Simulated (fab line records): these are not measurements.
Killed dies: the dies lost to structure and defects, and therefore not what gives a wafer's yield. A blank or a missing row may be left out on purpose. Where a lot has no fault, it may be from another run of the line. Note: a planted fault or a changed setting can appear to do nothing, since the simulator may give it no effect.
Which tool was responsible? + flow nand-harc + Sampling: 24 lots, 72 wafers, 5 of 1159 route steps

== WHAT THE GAUGES SHOWED, per wafer ==
NHARC_P_M1_INSPECT_11.
| lot  | measured     | on                | raw-defect-count |
|------|--------------|-------------------|------------------|
| L074 | day 6 01:59  | defect-inspect-02 | 5 6 10           |
| L076 | day 6 05:58  | defect-inspect-01 | 2 2 1            |
| L075 | day 6 15:35  | defect-inspect-02 | 5 8 8            |
| L078 | day 6 19:12  | defect-inspect-01 | 2 3 4            |
| L077 | day 7 00:16  | defect-inspect-02 | 3 7 3            |
| L079 | day 7 02:22  | defect-inspect-01 | 2 1 2            |
| L080 | day 7 10:49  | defect-inspect-02 | 2 2 5            |
| L081 | day 7 22:11  | defect-inspect-01 | 4 1 5            |
| L083 | day 8 02:34  | defect-inspect-01 | 5 3 4            |
| L082 | day 8 03:14  | defect-inspect-02 | 2 1 6            |
| L084 | day 8 10:09  | defect-inspect-01 | 5 12 10          |
| L089 | day 9 05:06  | defect-inspect-01 | 3 5 0            |
| L087 | day 9 05:39  | defect-inspect-02 | 3 1 3            |
| L085 | day 9 07:01  | defect-inspect-01 | 0 4 2            |
| L086 | day 9 16:49  | defect-inspect-01 | 7 2 2            |
| L088 | day 10 02:02 | defect-inspect-02 | 6 3 5            |
| L090 | day 10 06:43 | defect-inspect-01 | 1 2 4            |
| L091 | day 10 11:50 | defect-inspect-01 | 4 2 0            |
| L092 | day 10 14:10 | defect-inspect-01 | 3 1 5            |
| L094 | day 10 21:14 | defect-inspect-01 | 1 0 1            |
| L093 | day 10 21:57 | defect-inspect-01 | 3 8 6            |
| L095 | day 11 05:47 | defect-inspect-02 | 0 6 3            |
| L096 | day 11 11:20 | defect-inspect-02 | 4 2 4            |
| L097 | day 11 11:46 | defect-inspect-02 | 6 5 7            |

NHARC_A_ONON_D1_THK_MEAS_24: measures by ellipsometry.
| lot  | measured     | on            | thk-nm (nm)    |
|------|--------------|---------------|----------------|
| L074 | day 8 06:31  | film-metro-02 | 1012 1013 1014 |
| L076 | day 8 06:29  | film-metro-01 | 1005 1006 1007 |
| L075 | day 8 14:37  | film-metro-02 | 996 996 994    |
| L078 | day 8 14:49  | film-metro-01 | 992 989 989    |
| L077 | day 8 22:44  | film-metro-02 | 1010 1008 1009 |
| L079 | day 8 22:45  | film-metro-01 | 1017 1015 1017 |
| L080 | day 9 12:38  | film-metro-01 | 994 995 995    |
| L081 | day 9 23:08  | film-metro-02 | 999 996 998    |
| L083 | day 10 03:03 | film-metro-02 | 1018 1020 1020 |
| L082 | day 10 03:02 | film-metro-01 | 994 994 995    |
| L084 | day 10 08:02 | film-metro-02 | 994 994 993    |
| L089 | day 11 04:12 | film-metro-02 | 985 984 984    |
| L087 | day 11 04:28 | film-metro-01 | 1003 1003 1003 |
| L085 | day 11 04:13 | film-metro-01 | 997 998 996    |
| L086 | day 11 15:38 | film-metro-02 | 1007 1006 1007 |
| L088 | day 12 02:21 | film-metro-01 | 993 992 991    |
| L090 | day 12 02:21 | film-metro-02 | 994 995 996    |
| L091 | day 12 10:55 | film-metro-01 | 1014 1014 1015 |
| L092 | day 12 10:55 | film-metro-02 | 995 994 995    |
| L094 | day 12 21:57 | film-metro-02 | 999 999 998    |
| L093 | day 12 21:59 | film-metro-01 | 1019 1021 1023 |
| L095 | day 13 06:08 | film-metro-02 | 987 987 987    |
| L096 | day 13 10:11 | film-metro-01 | 1001 1002 1002 |
| L097 | day 13 10:11 | film-metro-02 | 995 993 994    |

== WHICH TOOL RAN EACH LOT (tool, then ch and the chambers of the sampled wafers, then the start) ==
| lot  | NHARC_P_M1_DEP_33               | NHARC_P_M2_PRE_CLEAN_32         | NHARC_P_M2_DEP_33               |
|------|---------------------------------|---------------------------------|---------------------------------|
| L074 | pecvd-04 ch 0,1,2, day 6 05:11  | pecvd-03 ch 0,2, day 6 09:19    | pecvd-03 ch 0,2, day 6 09:24    |
| L076 | pecvd-03 ch 0,1,2, day 6 08:58  | pecvd-03 ch 0,1,2, day 6 12:55  | pecvd-03 ch 0,1,2, day 6 12:59  |
| L075 | pecvd-02 ch 0,1, day 6 18:22    | pecvd-03 ch 0,1, day 6 22:26    | pecvd-03 ch 0,1, day 6 22:31    |
| L078 | pecvd-02 ch 0,2, day 6 21:59    | pecvd-02 ch 0,2, day 7 02:04    | pecvd-02 ch 0,2, day 7 02:09    |
| L077 | pecvd-02 ch 0,1,2, day 7 03:03  | pecvd-04 ch 0,1, day 7 07:03    | pecvd-04 ch 0,1, day 7 07:10    |
| L079 | pecvd-04 ch 1,2, day 7 05:09    | pecvd-04 ch 0,2, day 7 09:15    | pecvd-04 ch 0,2, day 7 09:20    |
| L080 | pecvd-04 ch 0,2, day 7 13:38    | pecvd-04 ch 0,1,2, day 7 17:35  | pecvd-04 ch 0,1,2, day 7 17:41  |
| L081 | pecvd-02 ch 0,2, day 8 01:03    | pecvd-02 ch 0,1, day 8 05:05    | pecvd-02 ch 0,1, day 8 05:12    |
| L083 | pecvd-02 ch 0,2, day 8 05:29    | pecvd-04 ch 1,2, day 8 09:33    | pecvd-04 ch 1,2, day 8 09:40    |
| L082 | pecvd-04 ch 0,1,2, day 8 06:05  | pecvd-03 ch 1,2, day 8 10:07    | pecvd-03 ch 1,2, day 8 10:14    |
| L084 | pecvd-02 ch 0,2, day 8 12:59    | pecvd-03 ch 1,2, day 8 17:02    | pecvd-03 ch 1,2, day 8 17:08    |
| L089 | pecvd-03 ch 0,1,2, day 9 07:58  | pecvd-02 ch 0,1,2, day 9 12:06  | pecvd-02 ch 0,1,2, day 9 12:13  |
| L087 | pecvd-03 ch 0,1, day 9 08:46    | pecvd-02 ch 0,1, day 9 13:02    | pecvd-02 ch 0,1, day 9 13:07    |
| L085 | pecvd-03 ch 0,1,2, day 9 09:53  | pecvd-02 ch 0,1,2, day 9 14:12  | pecvd-02 ch 0,1,2, day 9 14:17  |
| L086 | pecvd-02 ch 0,2, day 9 19:47    | pecvd-03 ch 0,1,2, day 9 23:50  | pecvd-03 ch 0,1,2, day 9 23:57  |
| L088 | pecvd-04 ch 1,2, day 10 04:59   | pecvd-03 ch 0,2, day 10 09:08   | pecvd-03 ch 0,2, day 10 09:13   |
| L090 | pecvd-02 ch 0,1, day 10 09:31   | pecvd-02 ch 0,2, day 10 13:28   | pecvd-02 ch 0,2, day 10 13:33   |
| L091 | pecvd-04 ch 1,2, day 10 14:49   | pecvd-02 ch 1,2, day 10 19:03   | pecvd-02 ch 1,2, day 10 19:10   |
| L092 | pecvd-03 ch 0,1,2, day 10 17:10 | pecvd-03 ch 0,1,2, day 10 21:18 | pecvd-03 ch 0,1,2, day 10 21:28 |
| L094 | pecvd-04 ch 0,1, day 11 00:50   | pecvd-04 ch 1,2, day 11 05:02   | pecvd-04 ch 1,2, day 11 05:09   |
| L093 | pecvd-02 ch 0,2, day 11 01:11   | pecvd-03 ch 1,2, day 11 05:45   | pecvd-03 ch 1,2, day 11 05:53   |
| L095 | pecvd-03 ch 1,2, day 11 08:46   | pecvd-02 ch 0,1, day 11 12:53   | pecvd-02 ch 0,1, day 11 13:00   |
| L096 | pecvd-02 ch 0,1,2, day 11 14:38 | pecvd-02 ch 1,2, day 11 18:48   | pecvd-02 ch 1,2, day 11 18:52   |
| L097 | pecvd-04 ch 0,2, day 11 15:09   | pecvd-03 ch 0,1,2, day 11 19:32 | pecvd-03 ch 0,1,2, day 11 19:37 |
- NHARC_P_M1_DEP_33: deposits SiCN, target thk 30 nm.
- NHARC_P_M2_PRE_CLEAN_32: time 12 s.
- NHARC_P_M2_DEP_33: deposits SiCN, target thk 30 nm.

== WHAT THE TOOLS THEMSELVES READ (means of the sampled wafers that have a number; where no wafer has one, the mark that the record gives instead) ==
NHARC_P_M1_DEP_33.
| lot  | tool     | heater-power-w (W) |
|------|----------|--------------------|
| L074 | pecvd-04 | 510                |
| L076 | pecvd-03 | 522                |
| L075 | pecvd-02 | 553                |
| L078 | pecvd-02 | 520                |
| L077 | pecvd-02 | 511                |
| L079 | pecvd-04 | 537                |
| L080 | pecvd-04 | 620                |
| L081 | pecvd-02 | 591                |
| L083 | pecvd-02 | 486                |
| L082 | pecvd-04 | 528                |
| L084 | pecvd-02 | 519                |
| L089 | pecvd-03 | 521                |
| L087 | pecvd-03 | 487                |
| L085 | pecvd-03 | 491                |
| L086 | pecvd-02 | 502                |
| L088 | pecvd-04 | 551                |
| L090 | pecvd-02 | 574                |
| L091 | pecvd-04 | 499                |
| L092 | pecvd-03 | 505                |
| L094 | pecvd-04 | 519                |
| L093 | pecvd-02 | 502                |
| L095 | pecvd-03 | 568                |
| L096 | pecvd-02 | 500                |
| L097 | pecvd-04 | 651                |

NHARC_P_M2_PRE_CLEAN_32.
| lot  | tool     | heater-power-w (W) |
|------|----------|--------------------|
| L074 | pecvd-03 | 478                |
| L076 | pecvd-03 | 544                |
| L075 | pecvd-03 | 552                |
| L078 | pecvd-02 | 568                |
| L077 | pecvd-04 | 531                |
| L079 | pecvd-04 | 649                |
| L080 | pecvd-04 | 593                |
| L081 | pecvd-02 | 650                |
| L083 | pecvd-04 | 514                |
| L082 | pecvd-03 | 558                |
| L084 | pecvd-03 | 554                |
| L089 | pecvd-02 | 578                |
| L087 | pecvd-02 | 640                |
| L085 | pecvd-02 | 599                |
| L086 | pecvd-03 | 575                |
| L088 | pecvd-03 | 521                |
| L090 | pecvd-02 | 587                |
| L091 | pecvd-02 | 506                |
| L092 | pecvd-03 | 558                |
| L094 | pecvd-04 | 622                |
| L093 | pecvd-03 | 567                |
| L095 | pecvd-02 | 585                |
| L096 | pecvd-02 | 550                |
| L097 | pecvd-03 | 548                |

NHARC_P_M2_DEP_33.
| lot  | tool     | heater-power-w (W) |
|------|----------|--------------------|
| L074 | pecvd-03 | 484                |
| L076 | pecvd-03 | 524                |
| L075 | pecvd-03 | 438                |
| L078 | pecvd-02 | 509                |
| L077 | pecvd-04 | 514                |
| L079 | pecvd-04 | 577                |
| L080 | pecvd-04 | 573                |
| L081 | pecvd-02 | 623                |
| L083 | pecvd-04 | 521                |
| L082 | pecvd-03 | 566                |
| L084 | pecvd-03 | 521                |
| L089 | pecvd-02 | 530                |
| L087 | pecvd-02 | 571                |
| L085 | pecvd-02 | 543                |
| L086 | pecvd-03 | 487                |
| L088 | pecvd-03 | 436                |
| L090 | pecvd-02 | 509                |
| L091 | pecvd-02 | 493                |
| L092 | pecvd-03 | 500                |
| L094 | pecvd-04 | 564                |
| L093 | pecvd-03 | 506                |
| L095 | pecvd-02 | 576                |
| L096 | pecvd-02 | 489                |
| L097 | pecvd-03 | 475                |

== THE ANSWER, worked out from the rows above alone ==
Rule: the lots themselves supply what counts as usual. The widest of any qualifying gaps counts: lots, ordered by their means at a reading, are off when they make up no more than a third of the lots, leave a main group of 4 or more, and stand apart from it by 3 or more times the standard deviation of that group's means. A main group is skipped when, at the precision printed for the reading in the tables above, its means are all equal. Also off: a lot with no number at a reading for which 4 or more lots have one. Where the step has rows for the other lots, those lots are counted as sound. After the gauges, taken in route order, come the tools' own readings; for these a lot's mean is taken, as printed above. At the first step where some lot is off, the reading lying furthest off is the one used; lots without a number count as furthest.
None of the lots is off at any reading shown; this tells nothing.

== WHAT THE SIMULATOR HAD PUT IN ==
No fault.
